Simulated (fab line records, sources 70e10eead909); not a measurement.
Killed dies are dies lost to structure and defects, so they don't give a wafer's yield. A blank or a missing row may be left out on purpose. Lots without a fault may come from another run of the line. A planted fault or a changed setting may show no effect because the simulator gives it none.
Which tool did it? | flow nand_harc | 6 lots, 18 wafers sampled, at 3 steps of a route of 1302

WHAT THE GAUGES READ, wafer by wafer
NHARC_END_SORT_01.
lot  | measured     | on        | sort_bin_3_pct (%)
L331 | day 25 04:41 | prober-01 | 0.1 0 0
L335 | day 25 21:40 | prober-01 | 0.6 0.3 0.4
L337 | day 27 10:20 | prober-01 | 0.3 0.3 0.4
L346 | day 30 10:25 | prober-02 | 0.7 0.6 1.0
L349 | day 31 22:04 | prober-01 | 0.4 0.4 0.3
L352 | day 33 07:14 | prober-01 | 0.4 0.4 0.4

WHICH TOOL RAN EACH LOT (tool, then ch and the chambers of the sampled wafers, then the start)
lot  | NHARC_A_M1_ETCH_15                 | NHARC_THIN_TSV_PVD_51
L331 | rie_diel-04 ch 0,1, day 23 20:10   | pvd_sputter-02, day 25 04:41 or earlier
L335 | rie_diel-04 ch 1,2, day 24 10:18   | pvd_sputter-03, day 25 21:40 or earlier
L337 | rie_diel-04 ch 0,1,2, day 25 18:54 | pvd_sputter-03, day 27 10:20 or earlier
L346 | rie_diel-05 ch 0,1,2, day 28 21:55 | pvd_sputter-02, day 30 10:25 or earlier
L349 | rie_diel-05 ch 0,1,2, day 30 11:21 | pvd_sputter-01, day 31 22:04 or earlier
L352 | rie_diel-05 ch 0,3, day 31 12:51   | pvd_sputter-03, day 33 07:14 or earlier
- NHARC_A_M1_ETCH_15: etches the open film in C4F8/Ar, target depth 182.5 nm, time 91.2 s.
- NHARC_THIN_TSV_PVD_51: deposits Cu, target thk 100 nm.

THE ANSWER, worked out from the rows above alone
Rule: what is usual is taken from the lots themselves. Put in order of their means at a reading, lots are off if they are a third of the lots or fewer, leave a main group of 4 or more, and stand apart from it by a gap of 3 or more times the standard deviation of the main group's means; of several such gaps the widest counts. A main group whose means are all the same, to the digits that the tables above print for the reading, isn't used. A lot without any number at a reading at which 4 lots or more have one is off too. The other lots that the step has rows for count as sound.
No lot is off at any reading shown: from this, nothing can be told.

WHAT THE SIMULATOR HAD PUT IN
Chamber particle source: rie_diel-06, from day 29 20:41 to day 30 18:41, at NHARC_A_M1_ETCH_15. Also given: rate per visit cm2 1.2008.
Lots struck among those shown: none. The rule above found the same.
